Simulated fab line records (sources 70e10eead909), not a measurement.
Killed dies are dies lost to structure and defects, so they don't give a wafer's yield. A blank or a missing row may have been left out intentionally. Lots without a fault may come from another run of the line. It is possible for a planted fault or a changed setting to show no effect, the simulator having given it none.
fab line records	flow nand-harc
record lots=11	wafers=33	last-day=33
route steps=1302 shown A_STAIRCASE@668 END@1302
lots that met no fault: taken from a fault-free run of the same line
start-h: start of the lot's first displayed wafer, in hours after the record's first day	wait-h: hours elapsed since this lot's preceding step	" the same as in the row above	L1.1+2: a single row standing in for several wafers	- value missing, or start not given	* or withheld: withheld	< > ~ a bound
route shown NAME@n: names a module that has steps shown in the file, with the first one's number in the route	usual: mean/standard deviation of fault-free wafers	same: alike in all rows	chamber/n: place in a boat	sites: the reading at each site	_std_site: the values' standard deviation	_edge_site: the outer-site mean with the inner-site mean subtracted	radius-mm: how far each site lies from the wafer's centre	mask NAME#n: copy n	behind: the tool/chamber that last shaped the wafer	hold: what put the lot on hold/how long, in hours/how the hold closed	device: which transistor (n, p or np) failed to switch	end of line: the route-end tests of the same wafers	a step given without rows: its recipe and nothing more	killed: count of dies lost to structure and defects at first sort (not the wafer's yield)	map: a wafer's dies, x killed, . not, _ none there
set.NAME: setting as actually run; set.NAME@STEP: the setting as run at that earlier step	model.NAME: the simulator's own value behind a step, which no gauge read
one table for each step of the route and one row for each wafer, over a sample of lots
services: when a tool's chamber went out of use (start-h, in hours from the record's first day, below 0 if earlier), for how many hours, and the reason
## steps
# step NHARC_A_STAIRCASE_TRIM_12
# recipe time-s=211.2	o2-flow-sccm=500	ar-flow-sccm=0	bias-w=0	chemistry=O2
# usual chamber-pressure-mTorr=60.00/0.061	drypump-motor-current-A=5.8/0.41	oes-product-au=1.002/0.011	rf-vpp-V=57.8/0.79	showerhead-plenum-p-Torr=3.51/0.13	throttle-valve-pct=17.038/0.0086
# same bias-w=0
lot.wafer	tool	chamber	start-h	wait-h	chamber-pressure-mTorr	drypump-motor-current-A	oes-product-au	rf-hours-counter-h	rf-vpp-V	showerhead-plenum-p-Torr	throttle-valve-pct
L518.3	rie-diel-12	0	355.35	0.1	59.94	6.2	1.013	19	57.8	3.42	17.042
L518.1	"	2	"	"	60.00	5.6	0.999	28	57.7	3.57	17.039
L518.6	"	3	"	"	60.04	6.1	0.984	-	58.0	3.34	17.017
L519.3	rie-diel-12	3	379.23	0.1	59.93	6.1	0.981	36	57.3	3.34	17.030
L519.5	"	0	"	"	59.94	6.2	1.004	-	58.5	3.41	17.048
L519.6	"	1	"	"	60.08	6.2	0.994	-	58.9	3.56	17.038
L522.3	rie-diel-12	1	407.14	0.1	59.99	6.2	0.994	34	58.2	3.56	17.041
L522.1	"	2	"	"	60.03	5.7	1.008	41	58.1	3.56	17.048
L522.4	"	3	"	"	59.97	6.1	0.990	44	58.7	3.33	17.047
L524.1	rie-diel-03	2	407.30	0.1	59.97	5.0	1.013	36	59.1	3.54	17.047
L524.2	"	3	"	"	60.05	5.9	0.991	34	56.9	3.28	17.036
L524.6	"	2	"	"	59.95	5.0	0.999	-	58.5	3.54	17.035
L526.4	rie-diel-05	2	454.82	0.1	60.03	5.4	0.982	13	56.7	3.51	17.033
L526.6	"	1	"	"	60.10	6.1	0.994	-	58.1	3.31	17.036
L526.5	"	2	"	"	60.08	5.4	0.990	-	58.1	3.51	17.035
L528.2	rie-diel-05	3	458.01	0.1	60.07	5.7	1.007	8	58.3	3.63	17.035
L528.1	"	1	"	"	59.94	6.1	1.002	13	57.0	3.31	17.050
L528.6	"	2	"	"	59.98	5.4	0.994	-	58.2	3.51	17.036
L527.4	rie-diel-05	0	458.31	0.1	59.89	5.7	1.007	11	57.4	3.49	17.046
L527.2	"	2	"	"	59.94	5.4	0.993	13	57.2	3.51	17.043
L527.5	"	0	"	"	60.00	5.7	1.012	-	59.4	3.49	17.050
L531.1	rie-diel-12	1	500.69	0.1	59.94	6.2	0.994	17	57.8	3.54	17.012
L531.3	"	2	"	"	59.99	5.6	0.993	16	59.8	3.54	17.035
L531.5	"	1	"	"	59.92	6.2	1.008	-	58.8	3.54	17.030
L532.3	rie-diel-05	1	511.90	0.1	59.96	6.1	0.974	33	58.2	3.30	17.040
L532.5	"	3	"	"	59.93	5.8	0.994	-	58.2	3.62	17.042
L532.6	"	0	"	"	60.04	5.7	1.003	-	57.8	3.48	17.030
L536.1	rie-diel-12	2	545.32	0.1	59.93	5.6	1.011	30	56.8	3.53	17.043
L536.6	"	0	"	"	59.93	6.2	1.002	-	57.0	3.38	17.031
L536.5	"	1	"	"	59.98	6.2	1.004	-	56.5	3.53	17.035
L537.3	rie-diel-03	0	565.80	0.1	59.99	6.5	1.010	30	58.5	3.62	17.045
L537.1	"	2	"	"	60.04	5.0	1.020	35	57.7	3.51	17.035
L537.6	"	3	"	"	59.95	5.9	1.005	-	57.8	3.79	17.043
# step NHARC_A_STAIRCASE_TRIM_16
# recipe time-s=211.2	o2-flow-sccm=500	ar-flow-sccm=0	bias-w=0	chemistry=O2
# usual bias-w=0/0	chamber-pressure-mTorr=60.00/0.052	drypump-motor-current-A=5.9/0.42	oes-product-au=1.001/0.01	rf-vpp-V=57.8/0.87	showerhead-plenum-p-Torr=3.51/0.13	throttle-valve-pct=17.037/0.009
lot.wafer	tool	chamber	start-h	wait-h	bias-w	chamber-pressure-mTorr	drypump-motor-current-A	oes-product-au	rf-hours-counter-h	rf-vpp-V	showerhead-plenum-p-Torr	throttle-valve-pct
L518.1	rie-diel-12	3	355.89	-	0	60.04	6.1	0.991	27	58.4	3.34	17.035
L518.3	"	0	"	"	0	59.94	6.2	1.026	19	57.6	3.42	17.028
L518.6	"	3	"	"	0	59.93	6.1	0.991	-	57.4	3.34	17.035
L519.3	rie-diel-12	1	379.66	-	0	60.00	6.2	0.992	28	58.2	3.56	17.040
L519.6	"	0	"	"	0	60.10	6.2	1.010	-	56.9	3.41	17.057
L519.5	"	1	"	"	0	60.02	6.2	0.996	-	58.3	3.56	17.046
L522.3	rie-diel-12	1	407.60	-	0	60.10	6.2	0.990	35	57.4	3.56	17.013
L522.1	"	2	"	"	0	60.11	5.6	0.995	41	57.1	3.56	17.037
L522.4	"	3	"	"	0	60.04	6.1	0.994	44	57.9	3.33	17.047
L524.1	rie-diel-03	0	408.19	-	0	60.05	6.5	1.011	31	59.1	3.65	17.036
L524.2	"	2	"	"	0	60.00	5.0	1.008	37	57.3	3.54	17.027
L524.6	"	0	"	"	0	59.98	6.5	1.018	-	58.1	3.65	17.044
L526.4	rie-diel-05	1	455.27	-	-	-	-	-	-	-	-	-
L526.6	"	1	"	"	-	-	-	-	-	-	-	-
L526.5	"	2	"	"	-	-	-	-	-	-	-	-
L528.2	rie-diel-05	2	458.50	-	-	-	-	-	-	-	-	-
L528.1	"	3	"	"	-	-	-	-	-	-	-	-
L528.6	"	1	"	"	-	-	-	-	-	-	-	-
L527.2	rie-diel-12	2	458.86	-	-	-	-	-	-	-	-	-
L527.4	"	3	"	"	-	-	-	-	-	-	-	-
L527.5	"	1	"	"	-	-	-	-	-	-	-	-
L531.3	rie-diel-12	1	501.20	-	0	59.97	6.2	0.991	17	57.8	3.54	17.028
L531.1	"	2	"	"	0	60.00	5.6	0.991	16	57.9	3.54	17.041
L531.5	"	2	"	"	0	59.94	5.6	0.997	-	58.7	3.54	17.039
L532.3	rie-diel-05	2	512.33	-	0	59.97	5.4	0.987	22	57.0	3.50	17.039
L532.5	"	2	"	"	0	60.06	5.4	0.987	-	58.1	3.50	17.058
L532.6	"	3	"	"	0	60.05	5.7	0.989	-	59.6	3.62	17.047
L536.1	rie-diel-12	0	545.76	-	0	59.85	6.2	0.997	33	57.1	3.38	17.040
L536.6	"	0	"	"	0	60.03	6.2	1.002	-	57.8	3.38	17.036
L536.5	"	1	"	"	0	59.98	6.2	0.999	-	58.7	3.53	17.036
L537.1	rie-diel-03	3	566.32	-	0	60.04	5.9	1.013	31	58.3	3.79	17.053
L537.3	"	2	"	"	0	60.01	5.0	1.007	35	57.8	3.51	17.019
L537.6	"	0	"	"	0	59.96	6.5	1.002	-	57.3	3.62	17.038
# step NHARC_A_STAIRCASE_TRIM_20
# recipe time-s=211.2	o2-flow-sccm=500	ar-flow-sccm=0	bias-w=0	chemistry=O2
# usual chamber-pressure-mTorr=60.00/0.053	drypump-motor-current-A=5.9/0.37	oes-product-au=1.000/0.0093	rf-vpp-V=57.5/0.88	showerhead-plenum-p-Torr=3.48/0.12	throttle-valve-pct=17.037/0.0098
# same bias-w=0
lot.wafer	tool	chamber	start-h	wait-h	chamber-pressure-mTorr	drypump-motor-current-A	oes-product-au	rf-hours-counter-h	rf-vpp-V	showerhead-plenum-p-Torr	throttle-valve-pct
L518.1	rie-diel-12	1	356.43	0.1	60.02	6.2	0.990	22	59.6	3.56	17.031
L518.3	"	2	"	"	60.11	5.7	1.001	28	56.6	3.57	17.040
L518.6	"	1	"	"	59.95	6.2	0.998	-	57.1	3.56	17.014
L519.3	rie-diel-05	0	380.20	0.1	59.95	5.7	1.000	45	57.0	3.50	17.051
L519.6	"	0	"	"	60.00	5.7	0.997	-	58.3	3.50	17.025
L519.5	"	1	"	"	60.13	6.2	1.006	-	56.5	3.32	17.047
L522.4	rie-diel-12	3	408.16	0.1	60.09	6.2	0.980	44	56.8	3.33	17.033
L522.3	"	1	"	"	60.02	6.2	0.983	35	57.0	3.56	17.039
L522.1	"	2	"	"	59.95	5.6	0.997	41	56.8	3.56	17.020
L524.1	rie-diel-12	1	409.24	0.1	59.97	6.2	0.987	35	57.8	3.56	17.039
L524.2	"	0	"	"	59.93	6.2	1.006	38	56.9	3.41	17.030
L524.6	"	1	"	"	59.94	6.3	0.988	-	57.6	3.56	17.050
L526.6	rie-diel-03	1	455.92	0.1	59.98	5.7	1.011	-	57.3	3.57	17.045
L526.5	"	3	"	"	60.05	5.9	0.999	-	56.8	3.27	17.058
L526.4	"	0	"	"	60.09	6.5	1.000	-	58.4	3.64	17.042
L528.1	rie-diel-05	3	459.07	0.1	60.09	5.7	0.991	9	56.6	3.63	17.028
L528.2	"	1	"	"	59.98	6.1	1.003	13	57.8	3.31	17.044
L528.6	"	3	"	"	60.01	5.7	0.998	-	59.4	3.63	17.033
L527.4	rie-diel-12	1	459.41	0.1	60.06	6.2	1.002	1	55.9	3.55	17.043
L527.2	"	3	"	"	59.90	6.1	0.997	0	57.4	3.32	17.048
L527.5	"	1	"	"	59.96	6.2	1.006	-	57.2	3.55	17.043
L531.3	rie-diel-12	2	501.82	0.1	59.95	5.6	0.999	17	59.3	3.54	17.041
L531.1	"	1	"	"	60.07	6.2	1.003	17	56.9	3.54	17.018
L531.5	"	3	"	"	59.94	6.2	1.007	-	57.3	3.31	17.042
L532.3	rie-diel-05	1	513.00	0.1	59.94	6.1	0.997	34	56.6	3.30	17.033
L532.5	"	2	"	"	60.00	5.3	0.994	-	57.3	3.50	17.037
L532.6	"	3	"	"	59.98	5.7	0.988	-	56.2	3.62	17.028
L536.1	rie-diel-12	0	547.02	0.3	60.06	6.2	1.000	34	58.4	3.38	17.029
L536.5	"	2	"	"	59.98	5.6	0.994	-	58.1	3.53	17.051
L536.6	"	3	"	"	60.03	6.1	0.991	-	56.3	3.31	17.041
L537.1	rie-diel-05	3	566.94	0.1	60.04	5.8	1.000	46	58.0	3.60	17.031
L537.3	"	2	"	"	60.03	5.4	1.009	43	59.4	3.49	17.039
L537.6	"	3	"	"	59.99	5.8	0.997	-	56.9	3.60	17.029
# step NHARC_A_STAIRCASE_TRIM_24
# recipe time-s=211.2	o2-flow-sccm=500	ar-flow-sccm=0	bias-w=0	chemistry=O2
# usual chamber-pressure-mTorr=59.99/0.052	drypump-motor-current-A=5.9/0.37	oes-product-au=1.000/0.0097	rf-vpp-V=57.7/0.85	showerhead-plenum-p-Torr=3.49/0.12	throttle-valve-pct=17.036/0.0087
# same bias-w=0
lot.wafer	tool	chamber	start-h	wait-h	chamber-pressure-mTorr	drypump-motor-current-A	oes-product-au	rf-hours-counter-h	rf-vpp-V	showerhead-plenum-p-Torr	throttle-valve-pct
L518.1	rie-diel-12	2	-	-	60.01	5.6	0.996	28	57.7	3.57	17.044
L518.3	"	1	"	"	59.91	6.2	0.990	22	59.1	3.56	17.040
L518.6	"	3	"	"	59.96	6.1	0.997	-	56.7	3.34	17.032
L519.3	rie-diel-05	1	-	-	59.97	6.1	0.998	51	57.9	3.32	17.036
L519.5	"	2	"	"	59.99	5.4	0.990	-	58.4	3.52	17.042
L519.6	"	3	"	"	60.00	5.8	0.985	-	56.8	3.63	17.024
L522.4	rie-diel-12	2	-	-	59.99	5.6	0.995	42	57.5	3.56	17.042
L522.1	"	3	"	"	60.01	6.1	0.989	45	57.6	3.33	17.028
L522.3	"	0	"	"	60.01	6.2	1.013	37	57.3	3.41	17.034
L524.1	rie-diel-12	3	-	-	59.90	6.1	0.994	45	57.6	3.33	17.048
L524.2	"	0	"	"	59.99	6.2	1.009	38	57.8	3.41	17.026
L524.6	"	2	"	"	60.08	5.6	1.003	-	57.5	3.56	17.038
L526.4	rie-diel-03	1	-	-	60.08	5.7	1.005	-	59.9	3.57	17.027
L526.5	"	3	"	"	59.99	5.9	1.001	-	57.8	3.27	17.046
L526.6	"	0	"	"	59.98	6.5	1.004	-	56.4	3.64	17.042
L528.1	rie-diel-05	2	-	-	59.97	5.3	0.981	18	57.5	3.51	17.032
L528.2	"	3	"	"	60.05	5.7	0.989	11	59.0	3.63	17.031
L528.6	"	0	"	"	59.99	5.7	1.007	-	58.6	3.49	17.058
L527.2	rie-diel-12	0	-	-	59.97	6.2	1.018	3	59.1	3.40	17.028
L527.4	"	1	"	"	60.00	6.2	1.004	5	58.3	3.55	17.033
L527.5	"	3	"	"	59.94	6.1	1.004	-	57.4	3.32	17.022
L531.1	rie-diel-12	2	-	-	59.94	5.6	1.002	17	57.1	3.54	17.028
L531.3	"	3	"	"	59.98	6.1	0.998	19	57.4	3.31	17.038
L531.5	"	2	"	"	59.98	5.6	0.990	-	57.4	3.54	17.033
L532.3	rie-diel-05	2	-	-	60.10	5.4	0.981	22	57.4	3.50	17.033
L532.6	"	3	"	"	60.00	5.7	0.991	-	58.3	3.62	17.050
L532.5	"	0	"	"	60.07	5.7	1.011	-	58.6	3.48	17.030
L536.1	rie-diel-12	3	-	-	60.07	6.1	1.003	36	55.6	3.31	17.024
L536.5	"	2	"	"	60.03	5.6	1.001	-	57.3	3.53	17.020
L536.6	"	3	"	"	59.94	6.1	1.011	-	57.4	3.30	17.029
L537.3	rie-diel-05	1	-	-	59.95	6.2	0.988	50	58.1	3.29	17.036
L537.1	"	2	"	"	60.01	5.4	1.003	43	57.9	3.49	17.036
L537.6	"	1	"	"	60.03	6.2	0.998	-	57.9	3.29	17.046
# step NHARC_END_SORT_01
# recipe temp-c=25
# usual killed-at-array=65/19	killed-at-other=0.9/1.1	killed-at-periphery=3.5/2.3	killed-dies=69/19	killed-open=3.2/1.8	killed-short=2.4/1.5
# same gross-dies=677
lot.wafer	tool	chamber	start-h	wait-h	killed-at-array	killed-at-other	killed-at-periphery	killed-dies	killed-open	killed-short
L526.4	prober-02	0	664.45	3.4	676	0	1	677	10	3
L526.5	prober-02	0	665.26	3.7	673	0	4	677	2	1
L526.6	prober-02	0	666.06	4.0	673	0	4	677	3	2
L528.1	prober-02	0	676.07	2.5	675	1	1	677	1	3
L528.2	prober-02	0	676.88	2.8	675	1	1	677	2	6
L528.6	prober-02	0	680.12	4.1	674	1	2	677	2	1
L527.2	prober-02	0	684.67	2.8	674	0	3	677	4	2
L527.4	prober-02	0	686.26	3.4	673	0	4	677	7	4
L527.5	prober-02	0	687.05	3.7	672	2	3	677	7	0
# killed by level:class
L526.4 A_STAIRCASE:area-trim=582 A_SLIT:chamber-film-flake=30 A_CHANNEL_HOLE_D1:chamber-film-flake=28 A_CHANNEL_HOLE_D2:chamber-film-flake=9 A_STAIRCASE:chamber-film-flake=5 A_CONTACT:chamber-film-flake=4 A_CONTACT:geometric-particle:open=3 A_WL_FILL:geometric-particle:short=2
L526.5 A_STAIRCASE:area-trim=572 A_SLIT:chamber-film-flake=38 A_CHANNEL_HOLE_D1:chamber-film-flake=30 A_CHANNEL_HOLE_D2:chamber-film-flake=19 A_CONTACT:chamber-film-flake=3 A_BONDPAD:chamber-film-flake=3 P_M1:chamber-film-flake=2 A_STAIRCASE:chamber-film-flake=2
L526.6 A_STAIRCASE:area-trim=587 A_SLIT:chamber-film-flake=34 A_CHANNEL_HOLE_D1:chamber-film-flake=25 A_CHANNEL_HOLE_D2:chamber-film-flake=15 A_SGD_CUT:geometric-particle:open=2 P_M1:chamber-film-flake=2 A_STAIRCASE:chamber-film-flake=2 A_CHANNEL_FILL_D2:chamber-film-flake=2
L528.1 A_STAIRCASE:area-trim=617 A_SLIT:chamber-film-flake=29 A_CHANNEL_HOLE_D2:chamber-film-flake=14 A_CHANNEL_HOLE_D1:chamber-film-flake=3 A_CONTACT:chamber-film-flake=3 A_CHANNEL_FILL_D1:chamber-film-flake=2 A_WL_FILL:chamber-film-flake=2 A_ONON_D1:geometric-particle:short=1
L528.2 A_STAIRCASE:area-trim=615 A_SLIT:chamber-film-flake=30 A_CHANNEL_HOLE_D2:chamber-film-flake=11 A_CHANNEL_HOLE_D1:chamber-film-flake=6 A_ONON_D2:geometric-particle:short=2 A_ONON_D1:geometric-particle:short=1 A_CHANNEL_HOLE_D1:geometric-particle:short=1 A_CHANNEL_FILL_D1:geometric-particle:short=1
L528.6 A_STAIRCASE:area-trim=631 A_SLIT:chamber-film-flake=26 A_CHANNEL_HOLE_D2:chamber-film-flake=9 A_CHANNEL_HOLE_D1:chamber-film-flake=3 A_CONTACT:chamber-film-flake=2 P_GATE:geometric-particle:open=1 A_CHANNEL_FILL_D2:geometric-particle:short=1 A_WL_FILL:geometric-particle:open=1
L527.2 A_STAIRCASE:area-trim=589 A_CHANNEL_HOLE_D1:chamber-film-flake=34 A_SLIT:chamber-film-flake=31 A_STAIRCASE:chamber-film-flake=8 A_CHANNEL_FILL_D1:chamber-film-flake=2 A_WL_FILL:chamber-film-flake=2 P_CONTACT:geometric-particle:short=1 A_ONON_D2:geometric-particle:open=1
L527.4 A_STAIRCASE:area-trim=582 A_CHANNEL_HOLE_D1:chamber-film-flake=38 A_SLIT:chamber-film-flake=34 A_STAIRCASE:chamber-film-flake=5 A_SGD_CUT:chamber-film-flake=3 A_DECK1_JOINT:geometric-particle:short=2 A_ONON_D2:geometric-particle:open=2 A_CHANNEL_FILL_D2:geometric-particle:open=2
L527.5 A_STAIRCASE:area-trim=586 A_SLIT:chamber-film-flake=34 A_CHANNEL_HOLE_D1:chamber-film-flake=30 A_SGD_CUT:chamber-film-flake=6 A_STAIRCASE:chamber-film-flake=3 A_CONTACT:chamber-film-flake=3 A_CHANNEL_HOLE_D2:chamber-film-flake=2 A_WL_FILL:chamber-film-flake=2
## services
tool	chamber	start-h	hours	kind
rie-diel-12	0	352.97	-	clean
rie-diel-12	1	352.97	-	clean
rie-diel-12	2	352.97	-	clean
rie-diel-12	3	352.97	-	clean
rie-diel-12	-	376.64	0.5	repair
rie-diel-03	2	394.33	1.7	repair
rie-diel-03	0	400.29	7.5	repair
rie-diel-12	3	401.05	5.6	repair
rie-diel-12	0	403.41	-	clean
rie-diel-12	1	403.41	-	clean
rie-diel-12	2	403.41	-	clean
rie-diel-05	-	407.07	9.0	pm
rie-diel-12	0	427.91	-	clean
rie-diel-12	1	427.91	-	clean
rie-diel-12	2	427.91	-	clean
rie-diel-12	3	427.91	-	clean
rie-diel-12	-	447.42	9.0	pm
rie-diel-12	0	447.42	9.0	vent-cycle
rie-diel-12	1	447.42	9.0	vent-cycle
rie-diel-03	2	453.37	4.3	repair
rie-diel-12	-	458.24	0.5	repair
rie-diel-05	2	464.84	31.8	repair
rie-diel-03	1	502.74	20.3	repair
rie-diel-12	-	536.03	2.2	repair
## key
first-sign step=NHARC_A_STAIRCASE_TRIM_16	reading=tool-record	direction=missing
effect step=NHARC_END_SORT_01	reading=killed-at-array	direction=up	sigmas=32	usual=65	struck=674
more-kills-born-at NHARC_A_STAIRCASE_TRIM_16@rie-diel-05=3604	NHARC_A_STAIRCASE_TRIM_16@rie-diel-12=1755
met-at NHARC_A_STAIRCASE_TRIM_16
struck-lots L526,L527,L528
later-rows-left-out L526.4,L526.5,L526.6,L527.2,L527.4,L527.5,L528.1,L528.2,L528.6
tester-left-out L526,L527,L528
not-acting-at NHARC_A_STAIRCASE_TRIM_12,NHARC_A_STAIRCASE_TRIM_20,NHARC_A_STAIRCASE_TRIM_24
onset-between 407.60 455.27
fault kind=skipped-step-whole	tool=rie-diel-05,rie-diel-12	chamber=-	onset-h=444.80	steps=NHARC_A_STAIRCASE_TRIM_16	scope=struck-lots-only
# tester-left-out: of these lots the tester's yield and bins aren't shown, on N5 and GAA mostly nor the transistor test; their killed dies are dies lost to structure and defects alone, not to doping, threshold or leakage, so they don't give the yield
# later-rows-left-out: the simulator's readings of these wafers behind a module that went badly wrong aren't trusted and aren't shown, but for the sort
